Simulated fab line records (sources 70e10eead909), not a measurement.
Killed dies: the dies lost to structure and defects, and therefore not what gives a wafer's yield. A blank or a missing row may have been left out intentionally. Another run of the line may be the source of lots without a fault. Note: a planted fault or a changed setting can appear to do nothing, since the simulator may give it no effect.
fab line records / flow nand-harc
[record] lots = 7 wafers = 21 last-day = 24
route steps=1159 shown P_ZERO_WELL@30
lots that met no fault: taken from a fault-free run of the same line
start-h: hours from the record's opening day to when the first of the lot's shown wafers began / wait-h: how many hours have passed since the lot's step before this one / " the same as in the row above / L1.1+2: a single row standing in for several wafers / - no value, or no start given / * or withheld: withheld / < > ~ a bound
route shown NAME@n: a module of which the file shows steps, and the number in the route of the first / usual: average and standard deviation across the fault-free wafers / same: alike in all rows / chamber/n: place in a boat / sites: per-site readings / _std_site: how widely they spread, as a standard deviation / _edge_site: outer sites' mean less inner sites' / radius-mm: how far each site lies from the wafer's centre / mask NAME#n: copy n / behind: tool/chamber where the wafer was last shaped / hold: why the lot went on hold/how many hours it stayed there/how the hold came to an end / device: names the non-switching transistor (n, p or np) / end of line: tests run on the same wafers once the route is complete / a step with no rows: only its recipe / killed: dies lost to structure and defects at the first sort, not the wafer's yield / map: shows each die of a wafer: x if killed, . if not, _ if none is there
set.NAME: setting as actually run; set.NAME@STEP: the setting as run at that earlier step / model.NAME: the simulator's own value behind a step, which no gauge read
a table for each step, a row for each wafer; lots at some steps of the route
services: the hour from which a tool's chamber was out of use, counted from the record's first day as start-h (under 0 if before that day), plus the number of hours and why
[[steps]]
[step NHARC_P_ZERO_WELL_HARDBAKE_25]
[recipe] temp-c = 125 time-s = 80
[step NHARC_P_ZERO_WELL_DESCUM_26]
[recipe] time-s = 3 o2-flow-sccm = 200 ar-flow-sccm = 0 bias-power-w = 0 chemistry = O2
[usual] drypump-motor-current-A = 5.7/0.38 mfc-ar-sccm = 0.004/0.0089 oes-product-au = 1.005/0.0084 rf-vpp-V = 58.0/0.92 showerhead-plenum-p-Torr = 1.98/0.067 throttle-valve-pct = 11.311/0.0089
lot.wafer=L199.3 tool=rie-diel-07 chamber=1 start-h=14.62 wait-h=- drypump-motor-current-A=5.2 mfc-ar-sccm=0 oes-product-au=0.987 rf-hours-counter-h=9 rf-vpp-V=57.7 showerhead-plenum-p-Torr=2.02 throttle-valve-pct=11.309
lot.wafer=L199.5 tool=rie-diel-07 chamber=2 start-h=14.62 wait-h=- drypump-motor-current-A=5.8 mfc-ar-sccm=0 oes-product-au=1.008 rf-hours-counter-h=- rf-vpp-V=58.3 showerhead-plenum-p-Torr=2.00 throttle-valve-pct=11.315
lot.wafer=L199.4 tool=rie-diel-07 chamber=0 start-h=14.62 wait-h=- drypump-motor-current-A=5.0 mfc-ar-sccm=0 oes-product-au=0.993 rf-hours-counter-h=- rf-vpp-V=57.6 showerhead-plenum-p-Torr=1.96 throttle-valve-pct=11.311
lot.wafer=L206.3 tool=rie-diel-02 chamber=2 start-h=56.55 wait-h=- drypump-motor-current-A=5.6 mfc-ar-sccm=0.008 oes-product-au=1.000 rf-hours-counter-h=4 rf-vpp-V=57.2 showerhead-plenum-p-Torr=1.92 throttle-valve-pct=11.313
lot.wafer=L206.6 tool=rie-diel-02 chamber=1 start-h=56.55 wait-h=- drypump-motor-current-A=5.6 mfc-ar-sccm=0 oes-product-au=1.013 rf-hours-counter-h=- rf-vpp-V=58.4 showerhead-plenum-p-Torr=2.07 throttle-valve-pct=11.311
lot.wafer=L206.4 tool=rie-diel-02 chamber=2 start-h=56.55 wait-h=- drypump-motor-current-A=5.7 mfc-ar-sccm=0.008 oes-product-au=1.001 rf-hours-counter-h=- rf-vpp-V=56.5 showerhead-plenum-p-Torr=1.92 throttle-valve-pct=11.316
lot.wafer=L207.2 tool=rie-diel-04 chamber=1 start-h=62.65 wait-h=- drypump-motor-current-A=6.0 mfc-ar-sccm=0 oes-product-au=0.999 rf-hours-counter-h=9 rf-vpp-V=56.8 showerhead-plenum-p-Torr=2.06 throttle-valve-pct=11.305
lot.wafer=L207.4 tool=rie-diel-04 chamber=0 start-h=62.65 wait-h=- drypump-motor-current-A=5.6 mfc-ar-sccm=0.038 oes-product-au=1.006 rf-hours-counter-h=8 rf-vpp-V=58.6 showerhead-plenum-p-Torr=2.03 throttle-valve-pct=11.323
lot.wafer=L207.6 tool=rie-diel-04 chamber=2 start-h=62.65 wait-h=- drypump-motor-current-A=5.5 mfc-ar-sccm=0 oes-product-au=1.012 rf-hours-counter-h=- rf-vpp-V=58.1 showerhead-plenum-p-Torr=1.95 throttle-valve-pct=11.308
lot.wafer=L208.3 tool=rie-diel-07 chamber=3 start-h=68.70 wait-h=- drypump-motor-current-A=5.3 mfc-ar-sccm=0 oes-product-au=1.002 rf-hours-counter-h=0 rf-vpp-V=56.8 showerhead-plenum-p-Torr=1.79 throttle-valve-pct=11.313
lot.wafer=L208.1 tool=rie-diel-07 chamber=0 start-h=68.70 wait-h=- drypump-motor-current-A=5.0 mfc-ar-sccm=0 oes-product-au=1.011 rf-hours-counter-h=0 rf-vpp-V=57.1 showerhead-plenum-p-Torr=1.96 throttle-valve-pct=11.321
lot.wafer=L208.4 tool=rie-diel-07 chamber=1 start-h=68.70 wait-h=- drypump-motor-current-A=5.2 mfc-ar-sccm=0 oes-product-au=1.000 rf-hours-counter-h=1 rf-vpp-V=57.2 showerhead-plenum-p-Torr=2.02 throttle-valve-pct=11.315
lot.wafer=L215.3 tool=rie-diel-04 chamber=1 start-h=110.62 wait-h=- drypump-motor-current-A=6.0 mfc-ar-sccm=0 oes-product-au=1.009 rf-hours-counter-h=13 rf-vpp-V=58.4 showerhead-plenum-p-Torr=2.06 throttle-valve-pct=11.305
lot.wafer=L215.1 tool=rie-diel-04 chamber=2 start-h=110.62 wait-h=- drypump-motor-current-A=5.5 mfc-ar-sccm=0 oes-product-au=1.015 rf-hours-counter-h=14 rf-vpp-V=59.3 showerhead-plenum-p-Torr=1.95 throttle-valve-pct=11.317
lot.wafer=L215.5 tool=rie-diel-04 chamber=1 start-h=110.62 wait-h=- drypump-motor-current-A=6.0 mfc-ar-sccm=0 oes-product-au=1.009 rf-hours-counter-h=- rf-vpp-V=58.0 showerhead-plenum-p-Torr=2.06 throttle-valve-pct=11.321
lot.wafer=L219.2 tool=rie-diel-02 chamber=1 start-h=135.01 wait-h=- drypump-motor-current-A=5.6 mfc-ar-sccm=0 oes-product-au=1.010 rf-hours-counter-h=9 rf-vpp-V=57.5 showerhead-plenum-p-Torr=2.07 throttle-valve-pct=11.316
lot.wafer=L219.1 tool=rie-diel-02 chamber=2 start-h=135.01 wait-h=- drypump-motor-current-A=5.6 mfc-ar-sccm=0.008 oes-product-au=1.023 rf-hours-counter-h=10 rf-vpp-V=58.4 showerhead-plenum-p-Torr=1.92 throttle-valve-pct=11.319
lot.wafer=L219.5 tool=rie-diel-02 chamber=1 start-h=135.01 wait-h=- drypump-motor-current-A=5.6 mfc-ar-sccm=0 oes-product-au=1.002 rf-hours-counter-h=- rf-vpp-V=58.1 showerhead-plenum-p-Torr=2.07 throttle-valve-pct=11.313
lot.wafer=L222.3 tool=rie-diel-07 chamber=0 start-h=152.63 wait-h=- drypump-motor-current-A=5.1 mfc-ar-sccm=0 oes-product-au=1.004 rf-hours-counter-h=7 rf-vpp-V=59.1 showerhead-plenum-p-Torr=1.96 throttle-valve-pct=11.306
lot.wafer=L222.4 tool=rie-diel-07 chamber=2 start-h=152.63 wait-h=- drypump-motor-current-A=5.8 mfc-ar-sccm=0 oes-product-au=1.011 rf-hours-counter-h=7 rf-vpp-V=59.3 showerhead-plenum-p-Torr=2.00 throttle-valve-pct=11.294
lot.wafer=L222.5 tool=rie-diel-07 chamber=1 start-h=152.63 wait-h=- drypump-motor-current-A=5.2 mfc-ar-sccm=0 oes-product-au=0.995 rf-hours-counter-h=- rf-vpp-V=57.4 showerhead-plenum-p-Torr=2.02 throttle-valve-pct=11.323
[step NHARC_P_ZERO_WELL_IMPLANT_27]
[recipe] energy-kev = 600 dose-cm2 = 1e+13 tilt-deg = 7
[step NHARC_P_ZERO_WELL_IMPLANT_57]
[recipe] energy-kev = 250 dose-cm2 = 4e+12 tilt-deg = 7
[step NHARC_P_ZERO_WELL_IMPLANT_58]
[recipe] energy-kev = 100 dose-cm2 = 2e+12 tilt-deg = 7
[step NHARC_P_ZERO_WELL_STRIP_28]
[recipe] time-s = 840 temp-c = 130 chemistry = SPM
[step NHARC_P_ZERO_WELL_DEHYDRATE_29]
[recipe] temp-c = 150 time-s = 120
[step NHARC_P_ZERO_WELL_HMDS_30]
[recipe] time-s = 30
[step NHARC_P_ZERO_WELL_COAT_31]
[recipe] spin-rpm = withheld
[step NHARC_P_ZERO_WELL_SOFTBAKE_32]
[recipe] temp-c = 122 time-s = 95
[step NHARC_P_ZERO_WELL_EBR_33]
[step NHARC_P_ZERO_WELL_EXPOSE_34]
[recipe] na = 0.6 target-cd-nm = 720 dose-mj = 22.31 mask-id = P_PWELL
[step NHARC_P_ZERO_WELL_PEB_35]
[recipe] peb-temp-c = 118 peb-time-s = 85
[usual] chill-plate-temp-C = 23.00/0.11 exhaust-pa = 44.9/0.93
lot.wafer=L199.3 tool=litho-track-03 chamber=0 start-h=21.18 wait-h=0.1 chill-plate-temp-C=22.81 exhaust-pa=44.1
lot.wafer=L199.4 tool=litho-track-03 chamber=0 start-h=21.18 wait-h=0.1 chill-plate-temp-C=22.92 exhaust-pa=44.0
lot.wafer=L199.5 tool=litho-track-03 chamber=0 start-h=21.18 wait-h=0.1 chill-plate-temp-C=22.96 exhaust-pa=45.0
lot.wafer=L206.3 tool=litho-track-07 chamber=- start-h=57.84 wait-h=0.1 chill-plate-temp-C=- exhaust-pa=-
lot.wafer=L206.4 tool=litho-track-07 chamber=- start-h=57.84 wait-h=0.1 chill-plate-temp-C=- exhaust-pa=-
lot.wafer=L206.6 tool=litho-track-07 chamber=- start-h=57.84 wait-h=0.1 chill-plate-temp-C=- exhaust-pa=-
lot.wafer=L207.2 tool=litho-track-07 chamber=- start-h=63.91 wait-h=0.1 chill-plate-temp-C=- exhaust-pa=-
lot.wafer=L207.4 tool=litho-track-07 chamber=- start-h=63.91 wait-h=0.1 chill-plate-temp-C=- exhaust-pa=-
lot.wafer=L207.6 tool=litho-track-07 chamber=- start-h=63.91 wait-h=0.1 chill-plate-temp-C=- exhaust-pa=-
lot.wafer=L208.1 tool=litho-track-02 chamber=- start-h=70.09 wait-h=0.1 chill-plate-temp-C=- exhaust-pa=-
lot.wafer=L208.3 tool=litho-track-02 chamber=- start-h=70.09 wait-h=0.1 chill-plate-temp-C=- exhaust-pa=-
lot.wafer=L208.4 tool=litho-track-02 chamber=- start-h=70.09 wait-h=0.1 chill-plate-temp-C=- exhaust-pa=-
lot.wafer=L215.1 tool=litho-track-02 chamber=0 start-h=111.89 wait-h=0.1 chill-plate-temp-C=22.97 exhaust-pa=43.5
lot.wafer=L215.3 tool=litho-track-02 chamber=0 start-h=111.89 wait-h=0.1 chill-plate-temp-C=22.93 exhaust-pa=43.5
lot.wafer=L215.5 tool=litho-track-02 chamber=0 start-h=111.89 wait-h=0.1 chill-plate-temp-C=23.08 exhaust-pa=44.6
lot.wafer=L219.1 tool=litho-track-02 chamber=0 start-h=136.39 wait-h=0.1 chill-plate-temp-C=22.92 exhaust-pa=44.6
lot.wafer=L219.2 tool=litho-track-02 chamber=0 start-h=136.39 wait-h=0.1 chill-plate-temp-C=22.99 exhaust-pa=44.7
lot.wafer=L219.5 tool=litho-track-02 chamber=0 start-h=136.39 wait-h=0.1 chill-plate-temp-C=22.92 exhaust-pa=45.1
lot.wafer=L222.3 tool=litho-track-07 chamber=0 start-h=154.04 wait-h=0.1 chill-plate-temp-C=22.84 exhaust-pa=45.3
lot.wafer=L222.4 tool=litho-track-07 chamber=0 start-h=154.04 wait-h=0.1 chill-plate-temp-C=23.01 exhaust-pa=45.4
lot.wafer=L222.5 tool=litho-track-07 chamber=0 start-h=154.04 wait-h=0.1 chill-plate-temp-C=22.81 exhaust-pa=44.6
[step NHARC_P_ZERO_WELL_DEVELOP_36]
[recipe] time-s = 70
[[services]]
tool=rie-diel-07 chamber=0 start-h=5.70 hours=- kind=clean
tool=rie-diel-07 chamber=1 start-h=5.70 hours=- kind=clean
tool=rie-diel-07 chamber=2 start-h=5.70 hours=- kind=clean
tool=rie-diel-07 chamber=3 start-h=5.70 hours=- kind=clean
tool=rie-diel-07 chamber=3 start-h=13.70 hours=9.6 kind=repair
tool=litho-track-07 chamber=- start-h=14.00 hours=7.0 kind=pm
tool=rie-diel-07 chamber=0 start-h=30.20 hours=- kind=clean
tool=rie-diel-07 chamber=1 start-h=30.20 hours=- kind=clean
tool=rie-diel-07 chamber=2 start-h=30.20 hours=- kind=clean
tool=rie-diel-07 chamber=3 start-h=30.20 hours=- kind=clean
tool=rie-diel-07 chamber=0 start-h=31.15 hours=6.9 kind=repair
tool=rie-diel-02 chamber=1 start-h=35.48 hours=9.8 kind=repair
tool=litho-track-03 chamber=- start-h=38.00 hours=7.0 kind=pm
tool=rie-diel-04 chamber=0 start-h=45.29 hours=1.6 kind=repair
tool=rie-diel-07 chamber=- start-h=45.59 hours=0.4 kind=repair
tool=rie-diel-02 chamber=3 start-h=49.10 hours=18.8 kind=repair
tool=rie-diel-07 chamber=- start-h=51.20 hours=9.0 kind=pm
tool=rie-diel-07 chamber=0 start-h=51.20 hours=9.0 kind=vent-cycle
tool=rie-diel-07 chamber=3 start-h=90.14 hours=4.6 kind=repair
tool=rie-diel-07 chamber=1 start-h=94.74 hours=4.8 kind=repair
tool=rie-diel-04 chamber=- start-h=111.98 hours=9.0 kind=pm
tool=rie-diel-02 chamber=0 start-h=150.86 hours=5.7 kind=repair
tool=rie-diel-02 chamber=- start-h=150.93 hours=9.0 kind=pm
tool=rie-diel-04 chamber=- start-h=152.04 hours=2.6 kind=repair
[[key]]
[first-sign] step = NHARC_P_ZERO_WELL_PEB_35 reading = tool-record direction = missing
effect none on later readings
met-at NHARC_P_ZERO_WELL_PEB_35
struck-wafers L206.3,L206.4,L206.6,L207.2,L207.4,L207.6,L208.1,L208.3,L208.4
later-rows-left-out L206.3,L206.4,L206.6,L207.2,L207.4,L207.6,L208.1,L208.3,L208.4
sort-left-out L206.3,L206.4,L206.6,L207.2,L207.4,L207.6,L208.1,L208.3,L208.4
tester-left-out L206,L207,L208
[fault] kind = skipped-step-whole tool = litho-track-02,litho-track-07 chamber = - onset-h = 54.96 steps = NHARC_P_ZERO_WELL_PEB_35 scope = struck-lots-only
// tester-left-out: of these lots the tester's yield and bins aren't shown, on N5 and GAA mostly nor the transistor test; their killed dies are dies lost to structure and defects alone, not to doping, threshold or leakage, so they don't give the yield
// sort-left-out: the simulated sort isn't trusted on such a fault, so these wafers' sort isn't shown, and their yield isn't known
// later-rows-left-out: the simulator's readings of these wafers behind a module that went badly wrong aren't trusted and aren't shown, but for the sort
